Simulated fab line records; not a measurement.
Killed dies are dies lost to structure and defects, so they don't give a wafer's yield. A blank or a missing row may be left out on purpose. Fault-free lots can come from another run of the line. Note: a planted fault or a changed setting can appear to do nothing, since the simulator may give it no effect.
Problem report in the 8D (eight disciplines) form, filled by code :: flow n5 finfet :: the parts of the form that need people (team, actions taken, sign-off) are left out

## 1. THE ISSUE
Mean of wafer_temp_C_max at N5_SD_ACTIVATION_LSA_01: 1005.2 across 6 wafers in 2 lots; on wafers with no fault it is 1085.5 (standard deviation 1.5). Relative to the usual mean, that is a shift of -54 standard deviations.
The step: time 0.0008 s.
First observed at day 6 04:05: wafer L374.2, on laser anneal-02. The record holds 36 wafers of 12 lots with a number at this step. The rule behind "out" and "out of limits": a value lying over 4 standard deviations away from the usual mean. The rest of the wafers with a number are treated as sound.

## 2. WHAT THIS IS AND IS NOT
question: which readings at this step
is: wafer_temp_C_max
is not: -

question: which lots
is: L374, L375
is not: L363, L364, L365, L367, L369, L371, L372, L384, L385, L386

question: which wafers of those lots
is: all that have a number
is not: -

question: read on which tools
is: laser anneal-02
is not: laser anneal-01

question: when
is: from day 6 04:05
is not: up to then (21 sound wafers); but 9 sound wafers of L384, L385, L386 came after

## 3. THE SUSPECTS, EACH WITH WHAT RULES IT OUT
Counting: any tool at a process step up to the reading is kept as a suspect provided that every lot that is out went through it and no sound lot did after the first of them.
- plasma asher-01 at N5_SD_EPI_P_STRIP_40 (strips in N2/H2): ruled out as a lasting fault. Following L374 (day 6 00:05), the first lot on it that is out, the sound lots L384, L386 were run on it.
- rtp anneal-02 at N5_SD_ACTIVATION_RTA_00 (time 0 s): ruled out as a lasting fault. Following L374 (day 6 03:53), the first lot on it that is out, the sound lots L385, L386 were run on it.
- laser anneal-02 at N5_SD_ACTIVATION_LSA_01 (time 0.0008 s): ruled out as a lasting fault. Following L374 (day 6 04:05), the first lot on it that is out, the sound lots L385 were run on it.
Left after counting: nothing in the record.

## 4. THE CAUSE (what the simulator had put in)
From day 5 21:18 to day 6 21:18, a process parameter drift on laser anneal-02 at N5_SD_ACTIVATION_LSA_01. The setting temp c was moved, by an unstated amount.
Counting ruled it out, wrongly.

## 5. THE CHAIN OF EFFECTS, in route order
One row per reading whose mean, taken over the struck wafers that have a number, lies over 3 standard deviations from the usual. Scope: only readings with a usual standard deviation given in the record; hours: median across lots of the time from each lot's start at the first step in this table that gives one to its start at this step; sigmas: change in usual standard deviations.
hours: 0
step: N5_SD_ACTIVATION_LSA_01
reading: wafer_temp_C_max
usual: 1085.5
on struck wafers: 1005.2
change: -80.3
sigmas: -54
It contains these process steps:
- N5_SD_ACTIVATION_LSA_01: time 0.0008 s.
Later steps that measure or inspect, where all struck wafers having a row at the step show a number for every such reading and not one has moved that far: N5_ILD0_THK_MEAS_08.

## 6. WHAT WOULD HAVE CAUGHT IT SOONER
7 hours passed between the start of the fault at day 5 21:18 and the first reading out of limits in this record, taken at day 6 04:05.
